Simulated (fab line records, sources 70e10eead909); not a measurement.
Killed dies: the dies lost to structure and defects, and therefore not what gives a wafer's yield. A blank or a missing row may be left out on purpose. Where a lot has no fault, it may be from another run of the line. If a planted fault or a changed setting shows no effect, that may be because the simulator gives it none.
A struck lot beside a sound one + flow nand_harc + 14 steps out of a route of 1302
Sound: the wafers L224.1, L224.3, L224.6. Struck: wafer L233.2 (L233.1, L233.5, from the same lot, were not struck and are left out); the cause is given at the end.
For every step that has rows: the tool of each side, followed by ch and its chambers, followed by its first start. Under that, the readings that differ: sound wafers + struck wafers + difference of the means + sigmas: that difference in standard deviations of wafers without a fault.
alike: a reading whose means differ by less than 2 such deviations, as well as words and numbers matching on both sides. not compared: withheld readings; readings where some wafer has no value; bounds like >300 that might hide an equal value; numbers whose values overlap and for which the record gives no deviation.
A row with sigmas, a row that says differs or no value, or rows on one side alone: a step with any of these is where the two part. When numbers do not overlap yet have no deviation, they are printed without sigmas and do not part them. A reading that every wafer of one side lacks parts them only if that side has two wafers or more.

first, 8 steps without rows for these wafers: NHARC_THIN_TSV_DEHYDRATE_25 (time 120 s); NHARC_THIN_TSV_HMDS_26 (time 30 s); NHARC_THIN_TSV_COAT_27; NHARC_THIN_TSV_SOFTBAKE_28 (time 95 s); NHARC_THIN_TSV_EBR_29; NHARC_THIN_TSV_EXPOSE_30 (exposes mask PAD); NHARC_THIN_TSV_PEB_31 (peb time 85 s); NHARC_THIN_TSV_DEVELOP_32 (time 70 s).
NHARC_THIN_TSV_CD_MEAS_33: target cd 5000 nm.
  sound on cd_sem-03 ch 0, day 26 14:23; struck on cd_sem-03 ch 0, day 30 03:05
  alike: cd_nm
then, 1 step without rows for these wafers: NHARC_THIN_TSV_HARDBAKE_34 (time 80 s).
NHARC_THIN_TSV_DESCUM_35: chemistry O2, time 3 s.
  sound on rie_diel-12 ch 0,1, day 26 14:32; struck on rie_diel-07 ch 0, day 30 03:14
  alike: drypump_motor_current_A, mfc_ar_sccm, oes_product_au, rf_vpp_V, showerhead_plenum_p_Torr, throttle_valve_pct
  not compared: rf_hours_counter_h
NHARC_THIN_TSV_ETCH_59: etches the open film in Cl2/BCl3, target depth 880 nm, time 138.1 s.
  sound on rie_metal-02 ch 0,1, day 26 14:43; struck on rie_metal-02 ch 0, day 30 03:24
  alike: drypump_motor_current_A, oes_product_au, throttle_valve_pct
  not compared: rf_hours_counter_h
NHARC_THIN_TSV_ETCH_36: etches the open film in Cl2/BCl3, target depth 65 nm, time 18.571 s.
  sound on rie_metal-02 ch 0,1, day 26 14:56; struck on rie_metal-02 ch 1, day 30 03:40
| reading               | sound             | struck | difference | sigmas |
|-----------------------|-------------------|--------|------------|--------|
| oes_product_au (a.u.) | 1.005 1.003 1.005 | 0.831  | -0.173     | -16    |
  alike: drypump_motor_current_A
  not compared: rf_hours_counter_h
NHARC_THIN_TSV_STRIP_56: strips in O2.
  sound on plasma_asher-01 ch 0,1, day 26 15:04; struck on plasma_asher-02 ch 1, day 30 03:46
| reading                     | sound       | struck | difference | sigmas |
|-----------------------------|-------------|--------|------------|--------|
| drypump_motor_current_A (A) | 5.8 5.9 5.8 | 4.7    | -1.1       | -2     |
| heater_power_w (W)          | 263 317 256 | 352    | +73        | +2     |
  not compared: rf_hours_counter_h

WHERE THEY PART
At NHARC_THIN_TSV_ETCH_36 first; at NHARC_THIN_TSV_STRIP_56 last (within this record only).

WHY: what the simulator had put in
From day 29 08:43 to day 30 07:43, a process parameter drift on rie_metal-02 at NHARC_THIN_TSV_ETCH_36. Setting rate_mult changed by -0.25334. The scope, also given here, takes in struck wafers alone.
